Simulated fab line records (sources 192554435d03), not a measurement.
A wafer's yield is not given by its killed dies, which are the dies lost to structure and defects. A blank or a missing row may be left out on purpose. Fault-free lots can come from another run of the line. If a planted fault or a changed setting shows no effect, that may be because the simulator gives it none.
Struck lot and sound lot, side by side -- flow n5-finfet -- 28 out of 1938 route steps
Sound: these wafers, L692.1, L692.3, L692.6. Struck: wafer L699.2. (L699.1, L699.5 of the same lot were not struck and are left out.) The cause comes at the end.
At each step with rows: each side's tool, then ch and its chambers, then its first start. Under that, the readings that differ: sound wafers -- struck wafers -- difference of the means -- sigmas: that difference in standard deviations of wafers without a fault.
alike: readings whose means differ by less than 2 such deviations, and words and numbers that are the same on both sides. not compared: withheld readings, readings that some wafer has no value for, bounds like >300 that may hide the same value, and numbers for which the record gives no deviation and whose values overlap.
The two part at a step that has a row with sigmas, a row that says differs or no value, or rows on one side only. When numbers do not overlap yet have no deviation, they are printed without sigmas and do not part them. A reading missing from all wafers of one side parts the sides only when that side holds two or more wafers.

first, 4 steps without rows for these wafers: N5_STI_FIN_REVEAL_ALD_14 (deposits Si3N4, target thk 3 nm); N5_STI_FIN_REVEAL_FCVD_FILL_01 (material SiO2 flowable, target thk 312 nm, time 512.2 s); N5_STI_FIN_REVEAL_DENSIFY_02 (time 1800 s); N5_STI_FIN_REVEAL_CMP_04 (polishes, stops on Si3N4, t overpolish 4 s, target thk 131.83 nm).
N5_STI_FIN_REVEAL_THK_MEAS_05:
  sound on film-metro-02, day 2 09:40; struck on film-metro-01, day 4 03:28
  alike: thk-nm
N5_STI_FIN_REVEAL_DENSIFY_30:
  sound on rtp-anneal-02 ch 0, day 2 09:42; struck on rtp-anneal-01 ch 0, day 4 03:29
  alike: lamp-power-pct, lamp_zone_6_pct
  not compared: wafer_temp_C_max
then, 1 step without rows for these wafers: N5_STI_FIN_REVEAL_ETCHBACK_08 (etches SiO2 in C4F6/O2, target depth 30.5 nm, time 10.167 s).
N5_STI_FIN_REVEAL_STRIP_24: strips in N2/H2, time 90 s.
  sound on rie-diel-01 ch 0,3, day 2 10:05; struck on rie-diel-01 ch 2, day 4 03:44
reading,sound,struck,difference,sigmas
throttle-valve-pct (%),12.42 12.28 12.30,11.79,-0.54,-2
  alike: drypump-motor-current-A, oes-product-au, rf-vpp-V, showerhead-plenum-p-Torr
  not compared: rf-hours-counter-h
then, 4 steps without rows for these wafers: N5_STI_FIN_REVEAL_PRECLEAN_25 (cleans in SPM, time 90 s); N5_STI_FIN_REVEAL_PRECLEAN_26 (cleans in SC1, time 45 s); N5_STI_FIN_REVEAL_PRECLEAN_29 (cleans in DHF, time 30 s); N5_STI_FIN_REVEAL_SRD_12 (time 30 s).
N5_STI_FIN_REVEAL_RECESS_09: chemistry HF/NH3, target SiO2, afs cycles 11, target depth 42.5 nm, sublimation time 60 s.
  sound on vapor-etch-02 ch 0,1, day 2 10:17; struck on vapor-etch-01 ch 1, day 4 03:57
  alike: drypump-motor-current-A, sublimation-temp-c
then, 2 steps without rows for these wafers: N5_STI_FIN_REVEAL_STRIP_16 (strips SiNx in H3PO4, target depth 23.8 nm); N5_STI_FIN_REVEAL_PRECLEAN_17 (cleans in NF3:NH3, afs cycles 1, time 20 s, sublimation time 60 s).
N5_STI_FIN_REVEAL_ETCH_34: etches Si in H2, material Si, target depth 0.97 nm.
  sound on rie-si-03 ch 2,3, day 2 12:23; struck on rie-si-03 ch 0, day 4 06:02
reading,sound,struck,difference,sigmas
drypump-motor-current-A (A),6.6 5.5 6.6,5.1,-1.1,-3
oes-product-au (a.u.),0.987 1.009 0.987,1.034,+0.040,+2
  alike: throttle-valve-pct
  not compared: rf-hours-counter-h
N5_STI_FIN_REVEAL_OXIDATION_31: chemistry O2 PLASMA REMOTE, time 20 s.
  sound on plasma-asher-01 ch 0,1, day 2 12:26; struck on plasma-asher-01 ch 0, day 4 06:07
  alike: drypump-motor-current-A, heater-power-w, temp-c-max
  not compared: rf-hours-counter-h
then, 3 steps without rows for these wafers: N5_STI_FIN_REVEAL_PRECLEAN_32 (cleans in NF3:NH3, afs cycles 1, time 20 s, sublimation time 60 s); N5_STI_FIN_REVEAL_STRIP_35 (strips Si3N4 in H3PO4, target depth 4 nm, time 39 s); N5_STI_FIN_REVEAL_SRD_21 (time 30 s).
N5_STI_FIN_REVEAL_OXIDATION_33: chemistry O2 PLASMA REMOTE, time 20 s.
  sound on plasma-asher-02 ch 0,1, day 2 12:48; struck on plasma-asher-01 ch 1, day 4 06:28
  alike: drypump-motor-current-A, heater-power-w, temp-c-max
  not compared: rf-hours-counter-h
then, 2 steps without rows for these wafers: N5_STI_FIN_REVEAL_CLEAN_19 (cleans in O3/DIW, time 120 s); N5_STI_FIN_REVEAL_SRD_23 (time 30 s).
N5_STI_FIN_REVEAL_CD_MEAS_22: target cd 6.238 nm, pitch 28 nm.
  sound on cd-sem-02, day 2 12:58; struck on cd-sem-03, day 4 06:38
  alike: cd-nm
N5_STI_FIN_REVEAL_FIN_H_MEAS_10:
  sound on ocd-02, day 2 12:59; struck on ocd-01, day 4 06:40
reading,sound,struck,difference,sigmas
trench-depth-nm (nm),52.5 51.3 51.6,58.9,+7.1,+8
then, 1 step without rows for these wafers: N5_STI_FIN_REVEAL_PRECLEAN_18 (cleans in SC2, time 45 s).
-- the record jumps here: 6 days lie between the struck wafers' starts before and after (it left off in module STI_FIN_REVEAL and takes up again in module BEOL_M4, whose first step shown is number 1111 of the route) --
N5_BEOL_M4_RC_MEAS_101:
  sound on prober-01 ch 0, day 8 06:16; struck on prober-01 ch 0, day 9 22:13
reading,sound,struck,difference,sigmas
ION_N (uA/um),668 655 651,709,+51,+3
ION_P (uA/um),469 457 456,485,+24,+3
  alike: DIBL_N, DIBL_P, IOFF_N, IOFF_P, SS_N, SS_P, VT_N, VT_P
-- here the record skips 4 days between the struck wafers' starts before and after, leaving off in module BEOL_M4 and picking up in module PASSIVATION (first step shown: number 1936 of the route) --
N5_PASSIVATION_PROBE_49:
  sound on prober-01, day 13 01:38; struck on prober-02, day 14 05:37
reading,sound,struck,difference,sigmas
killed-at-contacts,2 17 6,23,+15,+2
  alike: defect-limited-yield, killed_at_M0_to_M3, killed_at_M4_up, killed-at-front-end, killed-at-other, killed-dies, killed-open, killed-short, sort_bin_5_function, sort_bin_6_memory, sort_bin_8_speed, sort-n-pass, sort-yield-pct

== WHERE THEY PART ==
At N5_STI_FIN_REVEAL_STRIP_24 first; at N5_PASSIVATION_PROBE_49 last (within this record only).

WHY: whatever the simulator had introduced
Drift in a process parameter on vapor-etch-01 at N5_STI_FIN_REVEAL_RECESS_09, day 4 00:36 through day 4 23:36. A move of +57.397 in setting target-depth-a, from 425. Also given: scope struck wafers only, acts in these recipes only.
